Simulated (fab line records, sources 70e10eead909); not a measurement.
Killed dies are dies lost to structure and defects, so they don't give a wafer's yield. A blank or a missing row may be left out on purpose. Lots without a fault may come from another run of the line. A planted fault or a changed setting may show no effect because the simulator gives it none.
fab line records | flow nand_harc
record lots=14 wafers=40 last_day=34
route steps=1302 shown P_M0@275 A_M1@1196 A_BONDPAD@1203 END@1302
lots that met no fault: from a run of the same line without faults
start_h: hours from the record's first day to the start of the lot's first wafer shown | wait_h: hours since the lot's step before | " the same as in the row above | L1.1+2: a row that stands for several wafers | - no value, or no start given | * or withheld: withheld | < > ~ a bound
route shown NAME@n: a module of which the file shows steps, and the number in the route of the first | usual: mean/standard deviation of fault-free wafers | same: alike in all rows | chamber/n: place in a boat | sites: the reading at each site | _std_site: their standard deviation | _edge_site: outer sites' mean less inner sites' | radius_mm: how far each site lies from the wafer's centre | mask NAME#n: copy n | behind: the tool/chamber that last shaped the wafer | hold: why the lot was held/for how many hours/how that ended | device: the transistor (n, p or np) that didn't switch | end of line: the same wafers' tests at the end of the route | a step without rows: its recipe alone | killed: dies lost to structure and defects at the first sort, not the wafer's yield | map: a wafer's dies, x killed, . not, _ none there
set.NAME: the setting as run; set.NAME@STEP: as run at that earlier step | model.NAME: the simulator's own value behind a step, which no gauge read
steps of the route over a sample of lots; a table a step, a row a wafer
services: from which hour (start_h, from the record's first day; less than 0 if before it) a tool's chamber was out of use, for how many hours, and why
## steps
# step NHARC_P_M0_PVD_21
# recipe target_thk_a=300 chamber_pressure_pa=5 power_w=5000 substrate_temp_c=30 time_s=20.49 material=Cu
# usual throttle_valve_pct=30.3/0.93
# columns lot.wafer tool chamber start_h wait_h throttle_valve_pct
L548.3 pvd_sputter-02 - 133.55 - 29.3
L548.5 " - " " 29.3
L548.6 " - " " 29.4
L549.3 pvd_sputter-02 - 142.95 - 32.0
L549.5 " - " " 32.2
L549.6 " - " " 29.4
L551.4 pvd_sputter-02 - 159.55 - 30.6
L551.6 " - " " 29.3
L551.5 " - " " 29.4
L550.2 pvd_sputter-03 - 160.01 - 30.6
L550.3 " - " " 29.8
L550.5 " - " " 30.8
L552.2 pvd_sputter-02 - 174.76 - 30.6
L552.1 " - " " 32.0
L552.4 " - " " 29.5
L553.3 pvd_sputter-01 - 186.00 - 29.7
L553.1 " - " " 30.2
L553.5 " - " " 31.0
L554.3 pvd_sputter-01 - 194.56 - 30.3
L554.1 " - " " 28.9
L554.2 " - " " 31.2
L555.3 pvd_sputter-01 - 205.86 - 28.8
L555.1 " - " " 30.9
L555.5 " - " " 30.0
L556.2 pvd_sputter-02 - 223.71 - 30.8
L556.6 " - " " 29.3
L556.5 " - " " 29.3
L557.3 pvd_sputter-03 - 229.68 - 29.5
L557.4 " - " " 31.3
L557.5 " - " " 30.8
L559.2 pvd_sputter-03 - 239.87 - 29.5
L559.5 " - " " 31.1
L559.6 " - " " 31.2
L560.4 pvd_sputter-03 - 249.34 - 29.5
L560.1 " - " " 31.4
L562.1 pvd_sputter-03 - 267.14 - 29.2
L562.6 " - " " 31.1
L570.2 pvd_sputter-01 - 360.38 - 29.7
L570.6 " - " " 30.4
L570.5 " - " " 29.3
# step NHARC_A_M1_THK_MEAS_24
# recipe thk_meas_gauge=xrf
# usual thk_nm=154.0/1.8
# columns lot.wafer tool chamber start_h wait_h thk_nm
L548.3 film_metro-01 - 536.58 - 151.5
L548.5 " - " " 153.1
L548.6 " - " " 157.0
L549.3 film_metro-01 - 559.06 - 154.5
L549.5 " - " " 151.9
L549.6 " - " " 153.8
L550.2 film_metro-01 - 567.79 - 155.4
L550.3 " - " " 152.1
L550.5 " - " " 152.5
L551.4 film_metro-01 - 575.47 - 154.1
L551.5 " - " " 155.5
L551.6 " - " " 155.0
L553.1 film_metro-02 - 588.67 - 153.5
L553.3 " - " " 151.1
L553.5 " - " " 154.4
L552.1 film_metro-01 - 591.59 - 153.6
L552.2 " - " " 149.6
L552.4 " - " " 155.0
L554.1 film_metro-01 - 601.01 - 153.2
L554.2 " - " " 155.0
L554.3 " - " " 153.9
L555.1 film_metro-02 - 616.59 - 154.6
L555.3 " - " " 155.5
L555.5 " - " " 155.3
L559.2 film_metro-02 - 633.03 - 156.7
L559.5 " - " " 156.4
L559.6 " - " " 155.7
L556.2 film_metro-01 - 635.40 - 156.5
L556.5 " - " " 157.0
L556.6 " - " " 155.9
L557.3 film_metro-01 - 647.41 - 153.4
L557.4 " - " " 151.7
L557.5 " - " " 154.5
L560.4 film_metro-02 - 665.30 - 154.3
L570.2 film_metro-02 - 776.08 - 151.9
L570.5 " - " " 150.7
L570.6 " - " " 152.0
# step NHARC_A_M1_DEP_33
# recipe target_thk_a=300 temp_c=370 target_thk_nm=30 pressure_torr=3 flow_sccm=200 rf_w=450 material=SiCN
# usual heater_power_w=544/77 susceptor_temp_C=370.03/0.2
# columns lot.wafer tool chamber start_h wait_h heater_power_w susceptor_temp_C
L548.3 pecvd-02 2 536.94 0.1 438 370.07
L548.6 " 1 " " 586 370.24
L548.5 " 0 " " 482 369.78
L549.3 pecvd-02 1 559.37 0.1 541 370.04
L549.5 " 1 " " 566 369.79
L549.6 " 2 " " 411 370.11
L550.3 pecvd-02 2 568.09 0.1 406 370.12
L550.2 " 0 " " 545 369.97
L550.5 " 2 " " 418 369.93
L551.4 pecvd-04 2 575.94 0.2 546 370.45
L551.6 " 2 " " 540 369.84
L551.5 " 0 " " 722 369.72
L553.1 pecvd-04 0 588.98 0.1 664 370.02
L553.3 " 1 " " 493 369.84
L553.5 " 2 " " 508 370.38
L552.1 pecvd-03 1 591.89 0.1 535 370.15
L552.2 " 2 " " 587 369.95
L552.4 " 0 " " 674 370.29
L554.1 pecvd-03 1 601.37 0.1 549 369.96
L554.2 " 2 " " 536 370.20
L554.3 " 0 " " 662 370.07
L555.3 pecvd-03 2 616.89 0.1 606 370.03
L555.1 " 0 " " 660 369.54
L555.5 " 0 " " 667 369.90
L559.2 pecvd-02 1 633.42 0.1 557 369.90
L559.5 " 2 " " 460 370.03
L559.6 " 0 " " 543 369.96
L556.2 pecvd-02 1 635.70 0.1 559 369.97
L556.5 " 1 " " 560 369.97
L556.6 " 2 " " 463 370.20
L557.3 pecvd-03 1 647.75 0.1 501 370.06
L557.5 " 0 " " 654 370.38
L557.4 " 2 " " 579 370.01
L560.4 pecvd-02 0 665.81 0.2 549 370.04
L570.2 pecvd-04 2 776.43 0.1 594 369.93
L570.5 " 1 " " 507 370.26
L570.6 " 2 " " 587 370.19
# step NHARC_A_BONDPAD_CMP_29
# recipe target_thk_nm=200 material=SiCN
# usual motor_current_A=12.4/1.5 retaining_ring_pressure_frac=1.001/0.0051
# columns lot.wafer tool chamber start_h wait_h motor_current_A retaining_ring_pressure_frac
L548.3 cmp-02 2 537.89 - 10.9 0.997
L548.5 " 1 " " 10.9 0.998
L548.6 " 2 " " 10.9 0.997
L549.3 cmp-04 0 560.32 - 12.2 1.010
L549.5 " 0 " " 12.4 1.007
L549.6 " 1 " " 13.7 0.998
L550.2 cmp-02 2 569.07 - 11.9 0.997
L550.3 " 3 " " 12.4 0.988
L550.5 " 1 " " 11.2 0.998
L551.4 cmp-04 1 577.04 0.3 13.0 1.008
L551.5 " 1 " " 12.8 1.005
L551.6 " 2 " " 13.7 0.993
L553.1 cmp-02 2 589.93 - 11.0 1.002
L553.3 " 0 " " 14.9 1.001
L553.5 " 2 " " 12.0 1.013
L552.4 cmp-04 2 592.85 - 13.3 1.005
L552.1 " 0 " " 12.3 1.002
L552.2 " 1 " " 13.8 1.004
L554.3 cmp-04 1 602.33 - 13.9 1.005
L554.1 " 3 " " 14.7 1.007
L554.2 " 0 " " 12.0 1.001
L555.3 cmp-04 1 617.85 - 13.8 0.991
L555.1 " 3 " " 14.7 1.005
L555.5 " 1 " " 13.2 0.988
L559.2 cmp-02 2 634.36 - 11.2 1.004
L559.6 " 3 " " 11.6 1.002
L559.5 " 0 " " 15.0 1.001
L556.2 cmp-02 0 636.85 - 16.0 1.000
L556.6 " 2 " " 11.2 1.004
L556.5 " 3 " " 12.7 1.009
L557.4 cmp-03 2 648.67 - 11.5 0.991
L557.3 " 0 " " 10.7 1.008
L557.5 " 2 " " 10.6 0.995
L560.4 cmp-02 2 666.56 - 11.3 1.003
L570.2 cmp-03 3 777.56 0.5 12.7 1.005
L570.6 " 0 " " 9.7 1.002
L570.5 " 1 " " 11.5 1.000
# step NHARC_END_SORT_01
# recipe temp_c=25
# usual defect_limited_yield=91.1/2.8 killed_at_array=55/19 killed_at_other=0.9/1.4 killed_at_periphery=3.8/2.9 killed_dies=60/19 killed_open=3.3/1.8 killed_short=2.6/1.6
# same gross_dies=677
# columns lot.wafer tool chamber start_h wait_h defect_limited_yield[%] killed_at_array killed_at_other killed_at_periphery killed_dies killed_open killed_short
L560.1 prober-02 0 698.39 2.5 0 55 1 621 677 3 4
L560.4 prober-02 0 700.75 3.4 92.6 48 0 2 50 0 1
L562.1 prober-01 0 703.36 2.5 0 58 0 619 677 4 4
L562.6 prober-01 0 707.30 3.9 0 58 1 618 677 3 3
# killed by level:class
L560.1 P_M0:area_pvd=616 A_SLIT:chamber_film_flake=25 A_CHANNEL_HOLE_D2:chamber_film_flake=10 A_CHANNEL_HOLE_D1:chamber_film_flake=7 P_GATE:chamber_film_flake=3 A_CHANNEL_FILL_D1:chamber_film_flake=3 A_WL_FILL:chamber_film_flake=2 A_CONTACT:chamber_film_flake=2
L560.4 A_SLIT:chamber_film_flake=23 A_CHANNEL_HOLE_D2:chamber_film_flake=10 A_CHANNEL_HOLE_D1:chamber_film_flake=7 A_CHANNEL_FILL_D1:chamber_film_flake=3 A_STAIRCASE:chamber_film_flake=3 P_GATE:chamber_film_flake=2 A_SGD_CUT:geometric_particle:short=1 A_CONTACT:chamber_film_flake=1
L562.1 P_M0:area_pvd=613 A_SLIT:chamber_film_flake=36 A_CHANNEL_HOLE_D1:chamber_film_flake=10 A_CONTACT:chamber_film_flake=3 P_GATE:chamber_film_flake=2 A_SGD_CUT:chamber_film_flake=2 P_GATE:geometric_particle:short=1 P_CONTACT:geometric_particle:open=1
L562.6 P_M0:area_pvd=611 A_SLIT:chamber_film_flake=35 A_CONTACT:chamber_film_flake=7 A_CHANNEL_HOLE_D1:chamber_film_flake=5 P_GATE:chamber_film_flake=3 A_CHANNEL_FILL_D2:chamber_film_flake=2 P_M1:geometric_particle:short=1 A_CHANNEL_FILL_D1:geometric_particle:open=1
## services
# columns tool chamber start_h hours kind
pecvd-02 - 120.87 0.7 repair
cmp-02 - 134.59 4.0 pm
pecvd-02 - 188.04 0.7 repair
pecvd-02 - 227.00 13.0 pm
cmp-02 - 232.59 4.0 pm
cmp-02 - 258.34 2.0 repair
pecvd-02 2 329.30 8.8 repair
cmp-02 - 330.59 4.0 pm
cmp-02 - 397.16 0.5 repair
pecvd-02 - 408.00 13.0 pm
cmp-02 - 428.59 4.0 pm
cmp-02 - 465.44 1.9 repair
cmp-02 - 467.47 0.8 repair
cmp-02 - 505.00 7.8 repair
cmp-02 - 526.59 4.0 pm
cmp-02 - 532.82 1.9 repair
cmp-02 - 583.54 0.9 repair
pecvd-02 - 589.04 13.0 pm
cmp-02 - 605.38 0.5 repair
pecvd-02 1 618.14 1.9 repair
cmp-02 - 624.59 4.0 pm
pecvd-02 2 641.47 4.4 repair
pecvd-02 2 687.51 5.6 repair
cmp-02 - 697.32 0.8 repair
## key
first_sign step=NHARC_END_SORT_01 reading=killed_at_periphery direction=up sigmas=99+ usual=3.8 struck=619.3
effect step=NHARC_END_SORT_01 reading=defect_limited_yield direction=down sigmas=33 usual=91.1 struck=0
more_kills_born_at NHARC_P_M0_PVD_21@pvd_sputter-03=1840
met_at NHARC_P_M0_PVD_21
struck_lots L560,L562
struck_wafers L560.1,L562.1,L562.6
later_rows_left_out L560.1,L562.1,L562.6
not_acting_at NHARC_A_M1_THK_MEAS_24,NHARC_A_M1_DEP_33,NHARC_A_BONDPAD_CMP_29
onset_between 239.87 249.34
fault kind=process_parameter_drift tool=pvd_sputter-03 chamber=- onset_h=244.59 steps=NHARC_P_M0_PVD_21 channel=target_thk_a offset=* shape=step end_h=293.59 scope=struck_wafers_only acts_in=* stated=*
# later_rows_left_out: the simulator's readings of these wafers behind a module that went badly wrong aren't trusted and aren't shown, but for the sort
